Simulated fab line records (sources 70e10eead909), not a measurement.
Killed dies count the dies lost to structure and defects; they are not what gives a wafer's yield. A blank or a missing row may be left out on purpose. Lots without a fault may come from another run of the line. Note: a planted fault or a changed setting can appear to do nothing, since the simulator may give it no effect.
Comparing a struck lot with a sound one | flow nand harc | 23 steps out of a route of 1302
Sound: the wafers L183.1, L183.2, L183.6. Struck: wafers L191.2, L191.3, L191.5. The cause comes at the end.
For every step that has rows: the tool of each side, followed by ch and its chambers, followed by its first start. Under that, the readings that differ: sound wafers | struck wafers | difference of the means | sigmas: that difference in standard deviations of wafers without a fault.
alike: readings with means less than 2 such deviations apart, plus words and numbers identical on both sides. not compared: withheld readings, readings lacking a value on some wafer, bounds such as >300 that could conceal the same value, and numbers that have no deviation in the record and whose values overlap.
A row with sigmas, a row that says differs or no value, or rows on one side alone: a step with any of these is where the two part. When numbers do not overlap yet have no deviation, they are printed without sigmas and do not part them. A reading that every wafer of one side lacks parts them only if that side has two wafers or more.

first, 2 steps without rows for these wafers: NHARC_A_SGD_CUT_ETCH_26 (etches SiO2 in dHF, target depth 45.8 nm); NHARC_A_SGD_CUT_ETCHBACK_24 (etches the open film in CH3F/O2, target depth 50 nm, time 92.857 s).
NHARC_A_SGD_CUT_STRIP_28: strips in O2, time 20 s.
  sound on rie diel-13 ch 0,1,3; struck on rie diel-02 ch 0,2,3
  alike: drypump motor current A, oes product au, rf vpp V, showerhead plenum p Torr, throttle valve pct
  not compared: rf hours counter h
NHARC_A_SGD_CUT_INSPECT_25:
  sound on defect inspect-01, day 19 20:56; struck on defect inspect-01, day 23 07:10
  alike: raw defect count
NHARC_A_SLIT_DEP_25: deposits SiO2, target thk 200 nm.
  sound on pecvd-03 ch 0,2, day 19 21:00; struck on pecvd-01 ch 0,1, day 23 07:18
  alike: heater power w, throttle valve pct
then, 1 step without rows for these wafers: NHARC_A_SLIT_DEP_00 (deposits aC, target thk 6200 nm).
NHARC_A_SLIT_DEP_23: deposits SiON, target thk 100 nm.
  sound on pecvd-01 ch 0,2, day 20 01:53; struck on pecvd-03 ch 0,1,2, day 23 11:30
  alike: heater power w
then, 5 steps without rows for these wafers: NHARC_A_SLIT_DEHYDRATE_01 (time 120 s); NHARC_A_SLIT_HMDS_02 (time 30 s); NHARC_A_SLIT_COAT_03 (resist thk 90 nm); NHARC_A_SLIT_SOFTBAKE_04 (time 55 s); NHARC_A_SLIT_EBR_05.
NHARC_A_SLIT_EXPOSE_06: exposes mask SLIT.
  sound on arfi scanner-02 ch 0, day 20 02:23; struck on arfi scanner-02 ch 0, day 23 13:30
  reading              | sound             | struck            | difference | sigmas
  exposure dose mJ cm2 | 60.87 60.86 60.80 | 67.35 67.39 67.34 | +6.52      | +99 or more
  alike: mask
then, 2 steps without rows for these wafers: NHARC_A_SLIT_PEB_07 (peb time 65 s); NHARC_A_SLIT_DEVELOP_08 (develop time 35 s).
NHARC_A_SLIT_CD_MEAS_09: the cd target is 300 nm.
  sound on cd sem-02 ch 0, day 20 02:32; struck on cd sem-01 ch 0
  reading    | sound             | struck            | difference | sigmas
  cd nm (nm) | 299.2 300.4 299.5 | 305.4 305.3 305.1 | +5.6       | +12
  not compared: hold
NHARC_A_SLIT_OVL_MEAS_10:
  sound on overlay-02, day 20 02:37; struck on overlay-01, day 23 14:57
  reading | sound | struck                                                                     | difference                   | sigmas
  hold    | - - - | await dispo/1.0h/release await dispo/1.0h/release await dispo/1.0h/release | no value on the sound wafers |
  alike: overlay x nm, overlay y nm
NHARC_A_SLIT_INSPECT_11:
  sound on defect inspect-01, day 20 02:40; struck on defect inspect-01, day 23 14:59
  alike: raw defect count
NHARC_A_SLIT_DESCUM_14: chemistry O2, time 3 s.
  sound on rie diel-06 ch 0,2,3, day 20 02:44; struck on rie diel-03 ch 0,2,3, day 23 15:03
  alike: drypump motor current A, oes product au, rf vpp V, showerhead plenum p Torr, throttle valve pct
  not compared: rf hours counter h
NHARC_A_SLIT_ETCH_24: etches the open film in CF4/CHF3, target depth 121 nm, time 60.5 s.
  sound on rie diel-06 ch 0,1, day 20 02:48; struck on rie diel-03 ch 0,1,2, day 23 15:08
  reading                        | sound                   | struck            | difference | sigmas
  model.A_SLIT.cd offset nm (nm) | -0.4521 -0.6597 -0.7691 | 4.828 4.139 4.222 | +5.023     |
  alike: drypump motor current A, oes product au, rf vpp V, showerhead plenum p Torr, throttle valve pct
  not compared: rf hours counter h
NHARC_A_SLIT_ETCH_15: etches the open film in O2/COS, target depth 6200 nm, time 1612 s.
  sound on rie diel-06 ch 1,3; struck on rie diel-03 ch 1,3
  reading                        | sound                | struck         | difference | sigmas
  model.A_SLIT.cd offset nm (nm) | -1.004 -0.792 -1.109 | 5.12 4.6 4.226 | +5.62      |
  alike: drypump motor current A, oes product au, rf vpp V, showerhead plenum p Torr, throttle valve pct
  not compared: rf hours counter h
NHARC_A_SLIT_ETCH_17: etches the open film in C4F8/O2/Ar, time 4254.5 s, target depth 20300 nm.
  sound on har etch-01 ch 0,1, day 20 07:34; struck on har etch-02 ch 1, day 23 18:42
  alike: c4f8 flow sccm, drypump motor current A, showerhead plenum p Torr, throttle valve pct
  not compared: rf hours counter h
-- the record jumps here: 5 days lie between the struck wafers' starts before and after (it left off in module A_SLIT and takes up again in module END, whose first step shown is number 1302 of the route) --
NHARC_END_SORT_01:
  sound on prober-01 ch 0, day 24 18:17; struck on prober-01 ch 0, day 29 04:42
  alike: killed at array, killed at other, killed at periphery, killed dies, killed open, killed short
  not compared: hold

WHERE THEY PART
First at NHARC_A_SLIT_EXPOSE_06; last, within this record, at NHARC_A_SLIT_OVL_MEAS_10. Later steps at which nothing parts them and some readings are alike: NHARC_A_SLIT_INSPECT_11, NHARC_A_SLIT_DESCUM_14, NHARC_A_SLIT_ETCH_24, NHARC_A_SLIT_ETCH_15, NHARC_A_SLIT_ETCH_17, NHARC_END_SORT_01.

WHY: what the simulator had put in
Process parameter drift: arfi scanner-02, from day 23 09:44 on, at NHARC_A_SLIT_EXPOSE_06. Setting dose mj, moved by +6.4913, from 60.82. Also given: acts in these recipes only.
